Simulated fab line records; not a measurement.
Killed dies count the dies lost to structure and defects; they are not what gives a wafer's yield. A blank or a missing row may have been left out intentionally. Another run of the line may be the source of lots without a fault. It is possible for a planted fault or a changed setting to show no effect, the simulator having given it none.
fab line records -- flow n5-finfet -- part 2 of 2: steps 18 to 25 of 25
record lots=5, wafers=15, last-day=16
route steps=1938 shown HKMG_FIN@452 GATE_CUT@465
lots that met no fault: from a run of the same line without faults
start-h: hours from the record's opening day to when the first of the lot's shown wafers began -- wait-h: hours from the lot's prior step to this one -- " identical to the entry in the row above -- L1.1+2: a row that stands for several wafers -- - no value present, or no start provided -- * or withheld: withheld -- < > ~ a bound
route shown NAME@n: names a module that has steps shown in the file, with the first one's number in the route -- usual: the fault-free wafers' mean and standard deviation -- same: alike in all rows -- chamber/n: place in a boat -- sites: readings site by site -- _std_site: the values' standard deviation -- _edge_site: inner sites' mean taken away from outer sites' mean -- radius-mm: for every site, how far away it sits from the centre of the wafer -- mask NAME#n: copy n -- behind: the last tool/chamber to shape the wafer -- hold: the reason the lot was held/the length of the hold in hours/how it ended -- device: whichever transistor did not switch (one of n, p or np) -- end of line: tests of these same wafers at the route's end -- a step given without rows: its recipe and nothing more -- killed: dies lost to structure and defects at the first sort, not the wafer's yield -- map: shows each die of a wafer: x if killed, . if not, _ if none is there
set.NAME: the setting the step ran with; set.NAME@STEP: the setting that earlier step ran with -- model.NAME: the simulator's own value behind a step, which no gauge read
a table for each step, a row for each wafer; lots at some steps of the route
services: the hour from which a tool's chamber was out of use, counted from the record's first day as start-h (under 0 if before that day), plus the number of hours and why
## steps
# step N5_GATE_CUT_STRIP_59
# recipe chemistry=N2/H2, time-s=20, power-w=100, temp-c=40, pressure-mtorr=100, rf-frequency-hz=6e+07, bias-power-w=3, n2-flow-sccm=300, h2-flow-sccm=300
# usual drypump-motor-current-A=5.6/0.53, h2-flow-sccm=300.0/0.84, n2-flow-sccm=300.0/0.89, oes-product-au=0.77/0.094, rf-vpp-V=45.3/0.84, showerhead-plenum-p-Torr=3.37/0.12, throttle-valve-pct=12.2/0.31
lot.wafer,tool,chamber,start-h,wait-h,drypump-motor-current-A,h2-flow-sccm,n2-flow-sccm,oes-product-au,rf-hours-counter-h,rf-vpp-V,showerhead-plenum-p-Torr,throttle-valve-pct
L079.1,rie-diel-05,2,110.11,0.1,5.6,299.9,298.9,0.67,217,46.2,3.46,12.0
L079.4,rie-diel-05,0,110.11,0.1,5.5,299.2,299.4,0.94,19,44.8,3.43,11.5
L079.6,rie-diel-05,3,110.11,0.1,5.0,300.8,299.6,0.69,-,45.1,3.33,12.1
L088.1,rie-diel-05,3,167.84,0.1,5.0,300.2,300.5,0.68,246,45.8,3.32,12.1
L088.2,rie-diel-05,0,167.84,0.1,5.5,300.6,300.6,0.89,39,45.0,3.41,11.5
L088.4,rie-diel-05,1,167.84,0.1,5.8,300.1,300.3,0.70,234,44.9,3.22,12.5
L089.1,rie-diel-03,0,174.73,0.1,5.7,298.3,297.9,0.69,242,46.1,3.31,12.5
L089.2,rie-diel-03,2,174.73,0.1,6.6,300.2,300.1,0.76,153,45.6,3.48,12.1
L089.3,rie-diel-03,1,174.73,0.1,4.9,299.5,299.7,0.87,42,45.7,3.57,12.3
L091.2,rie-diel-05,0,186.00,0.1,5.6,297.9,299.9,0.89,46,45.5,3.41,11.5
L091.3,rie-diel-05,1,186.00,0.1,5.8,299.8,299.5,0.69,241,44.5,3.22,12.5
L091.6,rie-diel-05,2,186.00,0.1,5.7,298.8,301.6,0.66,-,46.5,3.45,12.1
L093.1,rie-diel-03,3,199.43,0.1,5.4,301.4,298.8,0.97,5,45.8,3.32,12.0
L093.3,rie-diel-03,2,199.43,0.1,6.6,300.0,300.8,0.76,162,46.5,3.48,12.1
L093.5,rie-diel-03,1,199.43,0.1,4.9,300.1,299.2,0.87,-,46.2,3.57,12.4
# step N5_GATE_CUT_PRECLEAN_31
# recipe temp-c=23, chemistry=DIW, time-s=300
lot.wafer,tool,chamber,start-h,wait-h
L079.1+4+6,wet-bench-05,"6,7,2",110.19,0.1
L088.1+2+4,wet-bench-03,"3,1,2",167.92,0.1
L089.1+2+3,wet-bench-05,"0,7,6",174.82,0.1
L091.2+3+6,wet-bench-03,"0,4,6",186.08,0.1
L093.1+3+5,wet-bench-04,"1,4,0",199.52,0.1
# step N5_GATE_CUT_SRD_32
# recipe time-s=30, temp-c=23, rinse-liquid=diw, dry=ipa-marangoni
lot.wafer,tool,chamber,start-h,wait-h
L079.1+4+6,wet-bench-05,"6,7,2",110.28,0.0
L088.1+2+4,wet-bench-03,"3,1,2",168.01,0.0
L089.1+2+3,wet-bench-05,"0,7,6",174.90,0.0
L091.2+3+6,wet-bench-03,"0,4,6",186.17,0.0
L093.1+3+5,wet-bench-04,"1,4,0",199.61,0.0
# step N5_GATE_CUT_SAC_CAP_01
# recipe material=SiNx, target-thk-a=240, temp-c=400, ald-precursor-family=SiH2I2, ald-co-reactant=N2/H2-plasma, pulse-time-s=1, ald-cycles=480, purge-time-s=2, co-reactant-purge-time-s=2, pressure-torr=2
# usual heater-power-w=853/78, precursor-pulse-height-rel=0.997/0.021
# same co-reactant-purge-time-s=2
lot.wafer,tool,chamber,start-h,wait-h,heater-power-w,precursor-pulse-height-rel
L079.1,ald-sin-01,3,110.32,0.0,924,0.990
L079.4,ald-sin-01,0,110.32,0.0,858,0.966
L079.6,ald-sin-01,0,111.41,1.1,848,0.995
L088.1,ald-sin-04,1,168.50,0.5,908,0.965
L088.2,ald-sin-04,3,168.50,0.5,795,1.013
L088.4,ald-sin-04,0,168.50,0.5,939,0.963
L089.1,ald-sin-01,3,175.57,0.6,947,0.981
L089.2,ald-sin-01,0,175.57,0.6,873,0.993
L089.3,ald-sin-01,1,175.57,0.6,831,1.023
L091.2,ald-sin-03,0,186.38,0.2,906,1.005
L091.3,ald-sin-03,2,186.38,0.2,790,0.999
L091.6,ald-sin-03,0,187.47,1.3,949,0.997
L093.1,ald-sin-01,0,199.66,0.0,873,1.010
L093.3,ald-sin-01,2,199.66,0.0,941,1.012
L093.5,ald-sin-01,2,200.74,1.1,934,0.999
# step N5_GATE_CUT_PECVD_57
# recipe material=SiNx, target-thk-a=210, temp-c=400, precursor=SiH4/NH3/N2, pressure-torr=1.5, rf-w=300
# usual heater-power-w=726/99, showerhead-plenum-p-Torr=5.17/0.079, showerhead-vpp-V=1072/42, throttle-valve-pct=41.0/2.8
lot.wafer,tool,chamber,start-h,wait-h,heater-power-w,showerhead-plenum-p-Torr,showerhead-vpp-V,throttle-valve-pct
L079.1,pecvd-03,2,112.51,1.1,842,5.10,1061,38.3
L079.4,pecvd-03,1,112.51,1.1,631,5.20,1044,37.4
L079.6,pecvd-03,0,112.51,1.1,697,5.11,1085,45.1
L088.1,pecvd-03,2,170.69,1.1,838,5.11,1073,38.6
L088.2,pecvd-03,0,170.69,1.1,650,5.12,1121,45.2
L088.4,pecvd-03,2,170.69,1.1,851,5.11,1074,38.7
L089.1,pecvd-01,1,177.76,1.1,688,5.14,992,40.4
L089.2,pecvd-01,0,177.76,1.1,717,5.32,1077,45.2
L089.3,pecvd-01,2,177.76,1.1,690,5.17,1113,41.5
L091.2,pecvd-03,0,188.57,1.1,731,5.12,1106,45.0
L091.3,pecvd-03,2,188.57,1.1,871,5.11,1077,38.6
L091.6,pecvd-03,1,188.57,1.1,565,5.19,1066,37.1
L093.1,pecvd-03,0,201.85,1.1,677,5.12,1083,44.8
L093.3,pecvd-03,2,201.85,1.1,833,5.10,1078,38.8
L093.5,pecvd-03,2,201.85,1.1,810,5.10,1102,38.6
# step N5_GATE_CUT_CMP_02
# recipe stop-on=SiO2, t-overpolish-s=12.7, post-cmp-clean=alkaline-brush, down-force-psi=2.5, platen-rpm=51.8, pad-velocity-m-s=1.0307, target-thk-nm=0
# usual edge-zone-pressure-frac=0.999/0.0047, motor-current-A=9.0/1.3, overpolish-run-s=12.701/0.0093, time-to-endpoint-s=25/3.2
lot.wafer,tool,chamber,start-h,wait-h,edge-zone-pressure-frac,motor-current-A,overpolish-run-s,time-to-endpoint-s
L079.1,cmp-01,2,112.66,0.1,1.002,12.8,12.707,26
L079.4,cmp-01,3,112.66,0.1,0.997,8.3,12.696,24
L079.6,cmp-01,0,112.66,0.1,0.999,9.8,12.697,26
L088.4,cmp-02,1,170.77,0.0,1.000,7.5,12.703,21
L088.2,cmp-02,3,170.77,0.0,0.997,8.2,12.700,21
L088.1,cmp-02,0,170.77,0.0,1.002,8.7,12.710,24
L089.2,cmp-03,0,177.87,0.1,1.002,8.8,12.696,25
L089.1,cmp-03,1,177.87,0.1,0.998,8.3,12.697,25
L089.3,cmp-03,2,177.87,0.1,0.997,10.1,12.694,25
L091.2,cmp-01,2,188.72,0.1,1.011,12.3,12.699,26
L091.3,cmp-01,3,188.72,0.1,0.999,8.1,12.702,28
L091.6,cmp-01,1,188.72,0.1,0.993,8.9,12.689,23
L093.1,cmp-03,2,201.92,0.1,1.008,9.4,12.712,28
L093.3,cmp-03,0,201.92,0.1,0.999,9.3,12.702,25
L093.5,cmp-03,3,201.92,0.1,0.996,8.2,12.709,30
# step N5_GATE_CUT_HM_DEP_46
# recipe material=SiO2, target-thk-a=1300, temp-c=400, precursor=TEOS/O2, pressure-torr=6.5, rf-w=900, teos-flow-sccm=161.4, gas=O2, flow-sccm=2650, time-s=26.6
# usual heater-power-w=531/100, showerhead-plenum-p-Torr=8.35/0.037, showerhead-vpp-V=1871/63, throttle-valve-pct=18.9/1.3
lot.wafer,tool,chamber,start-h,wait-h,heater-power-w,showerhead-plenum-p-Torr,showerhead-vpp-V,throttle-valve-pct
L079.1,pecvd-03,1,112.92,0.0,411,8.39,1821,17.5
L079.4,pecvd-03,0,112.92,0.0,517,8.33,1875,20.7
L079.6,pecvd-03,1,112.92,0.0,428,8.39,1830,17.3
L088.1,pecvd-02,2,171.10,0.0,567,8.30,1965,17.9
L088.2,pecvd-02,0,171.10,0.0,732,8.34,1932,18.3
L088.4,pecvd-02,0,171.10,0.0,737,8.33,1938,18.3
L089.1,pecvd-03,1,178.16,0.0,399,8.37,1824,17.4
L089.2,pecvd-03,0,178.16,0.0,513,8.34,1892,20.7
L089.3,pecvd-03,2,178.16,0.0,708,8.32,1880,17.9
L091.2,pecvd-03,1,188.98,0.0,418,8.37,1816,17.2
L091.3,pecvd-03,0,188.98,0.0,511,8.35,1931,21.0
L091.6,pecvd-03,0,188.98,0.0,516,8.33,1891,21.0
L093.1,pecvd-01,1,202.26,0.0,472,8.36,1712,19.0
L093.3,pecvd-01,2,202.26,0.0,492,8.37,1929,19.4
L093.5,pecvd-01,1,202.26,0.0,460,8.35,1728,18.9
# step N5_GATE_CUT_COAT_34
# recipe resist=SOC, temp-c=250, time-s=60, spin-rpm=1500, resist-thk-nm=60
lot.wafer,tool,chamber,start-h,wait-h
L079.1+4+6,litho-track-03,0,112.99,0.0
L088.1+2+4,litho-track-03,0,171.16,0.0
L089.1+2+3,litho-track-03,0,178.23,0.0
L091.2+3+6,litho-track-04,0,189.05,0.0
L093.1+3+5,litho-track-02,0,202.32,0.0
## services
tool,chamber,start-h,hours,kind
ald-metal-03,0,84.60,17.6,repair
ald-sin-01,-,85.40,14.0,pm
rie-diel-02,2,92.12,3.4,repair
rie-metal-02,1,99.28,7.9,repair
cmp-03,-,105.88,3.7,pm
cmp-04,-,114.69,1.4,repair
cmp-04,-,122.01,12.8,pm
ald-sin-01,-,122.19,14.6,pm
pecvd-01,-,123.82,1.4,repair
cmp-03,-,133.43,6.7,pm
plasma-asher-02,-,134.73,1.1,repair
cmp-04,-,136.94,7.0,pm
cvd-w-01,0,138.30,4.5,repair
cmp-01,-,160.58,1.5,repair
rie-metal-03,0,161.49,16.5,repair
cmp-04,-,164.11,1.0,repair
cmp-03,-,178.06,4.0,pm
cmp-01,-,179.65,4.0,pm
cmp-04,-,182.35,0.4,repair
wet-bench-05,-,188.77,1.9,pm
cvd-w-02,-,189.66,2.8,pm
cmp-04,-,189.92,0.3,repair
wet-bench-06,-,191.94,1.3,repair
cmp-01,-,202.18,2.4,repair
